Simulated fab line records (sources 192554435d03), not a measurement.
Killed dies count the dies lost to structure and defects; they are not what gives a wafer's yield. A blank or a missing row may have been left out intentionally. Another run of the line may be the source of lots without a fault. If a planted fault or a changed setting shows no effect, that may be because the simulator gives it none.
A lot that was struck, set against a sound lot ; flow n5_finfet ; 36 steps out of a route of 1938
Sound: wafers L441.1, L441.2, L441.4. Struck: wafer L446.5; the same lot's L446.2 was not struck, so it is left out; see the end for the cause.
Order at every step that has rows: each side's tool, ch and its chambers, its first start. Under that, the readings that differ: sound wafers ; struck wafers ; difference of the means ; sigmas: that difference in standard deviations of wafers without a fault.
alike: readings with means less than 2 such deviations apart, plus words and numbers identical on both sides. not compared: withheld readings, readings lacking a value on some wafer, bounds such as >300 that could conceal the same value, and numbers that have no deviation in the record and whose values overlap.
Wherever a step has rows on one side only, a row that says differs or no value, or a row with sigmas, the two part there. Numbers that don't overlap but have no deviation are shown without sigmas and don't part them. A reading that every wafer of one side lacks parts them only if that side has two wafers or more.

first, 8 steps without rows for these wafers: N5_BEOL_M6_SPUTTER_48 (material Cu, target thk 10 nm, time 1.667 s); N5_BEOL_M6_ECD_50 (material Cu, target thk 300 nm); N5_BEOL_M6_ANNEAL_51 (time 90 s); N5_BEOL_M6_CMP_52 (polishes, stops on SiCOH lowk, t overpolish 6.9 s, target thk 80 nm); N5_BEOL_M6_PRE_CLEAN_55 (time 15 s); N5_BEOL_M6_DEP_56 (deposits SiCN from 3MS/NH3, target thk 10 nm, time 17.5 s); N5_BEOL_M7_ILD_DEP_00 (deposits SiCOH lowk from DEMS/porogen, target thk 179.75 nm, time 33.4 s); N5_BEOL_M7_CURE_74 (cures SiCOH lowk, time 240 s).
N5_BEOL_M7_PECVD_70: deposits SiO2 from TEOS/O2, target thk 20 nm, time 22.7 s.
  sound on pecvd-02 ch 0,2, day 10 04:28; struck on pecvd-02 ch 1, day 11 08:08
reading;sound;struck;difference;sigmas
heater_power_w (W);661 733 732;527;-182;-2
showerhead_plenum_p_Torr (Torr);8.77 8.86 8.85;8.67;-0.16;-2
model.SiO2_of_BEOL_M7_PECVD_70.thk_nm (nm);20.2 20.2 20.6;26.8;+6.5;
  alike: showerhead_vpp_V, throttle_valve_pct
then, 25 steps without rows for these wafers: N5_BEOL_M7_HM_DEP_02 (deposits TiN, target thk 20 nm); N5_BEOL_M7_COAT_59 (time 60 s, resist thk 100 nm); N5_BEOL_M7_COAT_60 (time 60 s, resist thk 35 nm); N5_BEOL_M7_COAT_05 (resist thk 90 nm); N5_BEOL_M7_EBR_07; N5_BEOL_M7_SOFTBAKE_06 (time 60 s); N5_BEOL_M7_EXPOSE_08 (exposes mask M7); N5_BEOL_M7_PEB_09 (peb time 60 s); N5_BEOL_M7_DEVELOP_10 (develop time 30 s); N5_BEOL_M7_DESCUM_16 (chemistry O2, time 7.9 s); N5_BEOL_M7_ETCH_61 (etches SiARC in CF4, target depth 45.5 nm, time 75.8 s); N5_BEOL_M7_ETCH_62 (etches SOC in N2/H2, target depth 110 nm, overetch 22 nm, time 165 s); N5_BEOL_M7_STRIP_68 (strips in N2/H2); N5_BEOL_M7_STRIP_67 (strips in CF4); N5_BEOL_M7_HM_OPEN_17 (chemistry Cl2/BCl3, target TiN, target depth 20 nm, overetch 6 nm); N5_BEOL_M7_STRIP_19 (strips in O2); N5_BEOL_M7_COAT_63 (time 60 s, resist thk 60 nm); N5_BEOL_M7_COAT_64 (time 60 s, resist thk 12 nm); N5_BEOL_M7_COAT_71 (time 60 s, resist thk 5 nm); N5_BEOL_M7_COAT_22 (resist thk 30 nm); N5_BEOL_M7_EBR_24; N5_BEOL_M7_SOFTBAKE_23 (time 60 s); N5_BEOL_M7_EXPOSE_25 (exposes mask V6, target cd 40 nm); N5_BEOL_M7_PEB_26 (peb time 60 s); N5_BEOL_M7_DEVELOP_27 (develop time 30 s).
N5_BEOL_M7_HM_STRIP_39: strips TiN in peroxide tin strip, target depth 25 nm, time 158 s.
  sound on wet_bench-05 ch 2,4,5, day 10 07:53; struck on wet_bench-05 ch 6, day 11 14:20
reading;sound;struck;difference;sigmas
model.SiO2_of_BEOL_M7_PECVD_70.thk_nm (nm);20 20 20.4;26.6;+6.5;
N5_BEOL_M7_CMP_52: polishes, stops on SiCOH lowk, t overpolish 6.9 s, target thk 80 nm.
  sound on cmp-02 ch 0,1,3, day 10 09:59; struck on cmp-03 ch 3, day 11 17:17
reading;sound;struck;difference;sigmas
barrier_field_endpoint_s (s);29.2 29.0 30.8;36.0;+6.3;+8
  alike: motor_current_A

WHERE THEY PART
Earliest at N5_BEOL_M7_PECVD_70; latest, in this record, at N5_BEOL_M7_CMP_52.

WHY: the cause the simulator had injected
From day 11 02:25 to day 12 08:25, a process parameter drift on pecvd-02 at N5_BEOL_M7_PECVD_70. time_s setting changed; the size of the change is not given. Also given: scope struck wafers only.
